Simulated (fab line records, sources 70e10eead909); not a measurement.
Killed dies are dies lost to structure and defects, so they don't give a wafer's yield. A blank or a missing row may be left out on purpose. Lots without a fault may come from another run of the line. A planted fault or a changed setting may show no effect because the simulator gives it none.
Chamber matching | flow nand_harc | NHARC_P_M0_DEP_32 on pecvd-04: 3 sister chambers
The step deposits SiCN, target thk 30 nm. 16 wafers are shown with their chamber, then 8 later ones without.

WAFERS WITH THEIR CHAMBER
wafer  | chamber | heater_power_w (W) | susceptor_temp_C (C)
L074.3 | 1       | 513                | 370.14
L074.4 | 2       | 623                | 370.01
L074.6 | 0       | 460                | 370.18
L075.1 | 0       | 474                | 369.85
L075.4 | 2       | 632                | 370.21
L075.6 | 0       | 478                | 369.86
L081.1 | 0       | 498                | 369.91
L081.2 | 2       | 557                | 369.85
L081.5 | 0       | 517                | 369.83
L082.1 | 0       | 500                | 370.49
L082.2 | 2       | 555                | 369.75
L082.4 | 2       | 547                | 370.11
L083.1 | 0       | 501                | 370.17
L083.4 | 0       | 503                | 369.96
L083.5 | 0       | 504                | 370.25
L087.1 | 0       | 510                | 370.15

SIGNATURES (means of the wafers above)
reading          | chamber 0 | chamber 1 | chamber 2 | scatter within a chamber
heater_power_w   | 494.50    | 513.00    | 582.80    | 27.2
susceptor_temp_C | 370.0650  | 370.1400  | 369.9860  | 0.209
Rule: a wafer's distance from a chamber is the root of the sum, over the readings, of the square of ((its reading less the chamber's mean) divided by the reading's scatter). The wafer belongs to the nearest chamber; if the next one is less than 2 further off, it can't be placed. The scatter: the root of (the sum of the squares of (reading less its chamber's mean) over the shown wafers, divided by (wafers less chambers)).

WAFERS WITHOUT THEIR CHAMBER
wafer  | heater_power_w (W) | susceptor_temp_C (C)
L087.3 | 479                | 370.22
L087.5 | 513                | 369.97
L088.3 | 497                | 369.61
L088.4 | 490                | 369.87
L088.6 | 502                | 370.24
L091.2 | 410                | 370.47
L091.3 | 490                | 370.11
L091.6 | 672                | 370.07

WHICH CHAMBER EACH WENT THROUGH
wafer  | from the rows above          | in truth
L087.3 | can't be placed: 0 or 1      | 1
L087.5 | can't be placed: 1 or 0 or 2 | 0
L088.3 | can't be placed: 0 or 1 or 2 | 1
L088.4 | can't be placed: 0 or 1      | 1
L088.6 | can't be placed: 1 or 0      | 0
L091.2 | can't be placed: 0 or 1      | 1
L091.3 | can't be placed: 0 or 1      | 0
L091.6 | 2                            | 2
Placed correctly: 1 of 8. Can't be placed from these rows: 7 (the true chamber is among the candidates in 7). Placed wrongly: 0.
